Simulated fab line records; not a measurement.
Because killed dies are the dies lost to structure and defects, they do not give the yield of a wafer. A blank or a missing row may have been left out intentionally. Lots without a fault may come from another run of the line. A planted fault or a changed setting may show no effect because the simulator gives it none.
One fault through the eyes of 3 desks ; flow n5_finfet ; each desk has only its own numbers; what lay behind them comes last

## THE DEFECT DESK
Lot by lot, what the route's inspections counted, given as the mean of those sampled wafers with a number. A lot is out of limits, marked OUT, if its mean lies more than 4 standard deviations from the usual mean; the brackets give that distance.
Columns: A = raw_defect_count at N5_MOL_CONTACT_COAG_INSPECT_10, usual 72
lot;first seen here;A
L650;day 5 17:59;140
L655;day 6 22:57;102
L656;day 7 03:08;54
L657;day 7 18:53;83
L664;day 9 06:29;54
L669;day 10 12:31;53
Finding of this desk: none of the 6 lots has anything out of limits.

## METROLOGY DESK
Lot by lot, what the gauges showed, no matter which tool ran the lot: averages of those sampled wafers that carry a number. A lot is out of limits, marked OUT, if its mean lies more than 4 standard deviations from the usual mean; the brackets give that distance.
Columns: A = cd_nm at N5_MOL_CONTACT_COAG_CD_MEAS_08, usual 27.89 nm; B = CA_OVL at N5_MOL_CONTACT_COAG_OVL_MEAS_09, usual 0.3 nm
lot;first seen here;A;B
L650;day 5 17:54;28.00;0.7
L655;day 6 22:52;27.96;0.4
L656;day 7 03:03;27.71;1.2
L657;day 7 18:48;27.55;0.8
L664;day 9 06:24;27.83;-0.3
L669;day 10 12:26;28.02;-0.4
Finding of this desk: none of the 6 lots has anything out of limits.

## FOR THE TOOL OWNER'S DESK: rie_diel-05
The tool's own readings at N5_MOL_CONTACT_COAG_ETCH_110 (etches Si in CF4/O2, target depth 2.5 nm, time 8 s): means of the sampled wafers that have a number, for each lot that ran on this tool. A lot is out of limits, marked OUT, if its mean lies more than 4 standard deviations from the usual mean; the brackets give that distance. Of its 9 readings 7 are shown: the one that was out of limits first, and those that lie furthest out on some lot.
Columns: A = drypump_motor_current_A at N5_MOL_CONTACT_COAG_ETCH_110, usual 5.9 A; B = mfc_ar_sccm at N5_MOL_CONTACT_COAG_ETCH_110, usual 100.0 sccm; C = oes_f_703_au at N5_MOL_CONTACT_COAG_ETCH_110, usual 0.75 a.u.; D = oes_o_777_au at N5_MOL_CONTACT_COAG_ETCH_110, usual 0.75 a.u.; E = rf_fwd_power_W at N5_MOL_CONTACT_COAG_ETCH_110, usual 198.1 W; F = rf_vpp_V at N5_MOL_CONTACT_COAG_ETCH_110, usual 126.0 V; G = showerhead_plenum_p_Torr at N5_MOL_CONTACT_COAG_ETCH_110, usual 2.20 Torr
lot;first seen here;A;B;C;D;E;F;G
L650;day 5 18:18;5.9;100.0;0.72;0.72;197.6;124.7;2.12
L655;day 6 23:16;5.8;100.0;0.80;0.76;214.3 (+24) OUT;119.2;2.27
L656;day 7 03:34;5.3;100.2;0.90;0.82;229.6 (+46) OUT;114.3 (-4.9) OUT;2.18
Finding of this desk: L655, L656 out of limits; the first was L655 at day 6 23:16, on rf_fwd_power_W at N5_MOL_CONTACT_COAG_ETCH_110. In limits: L650.

## BROUGHT TOGETHER
An alarm could have come from the tool owner's desk at day 6 23:16, on L655, L656.
Nothing the defect desk looked at was out of limits.
From the metrology desk's view, nothing was out of limits.
The defect desk has L655, L656 on record, within its limits.
The metrology desk has L655, L656 on record, within its limits.
On rie_diel-05, each named lot ran N5_MOL_CONTACT_COAG_ETCH_110.

## WHAT THE SIMULATOR HAD INSERTED
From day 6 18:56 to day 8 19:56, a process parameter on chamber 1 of rie_diel-05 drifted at N5_MOL_CONTACT_COAG_ETCH_110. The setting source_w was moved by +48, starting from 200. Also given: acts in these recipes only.
Shown lots that were struck: L655, L656.
Each desk's first reading out of limits, in hours after the fault started: the tool owner's desk, 4.
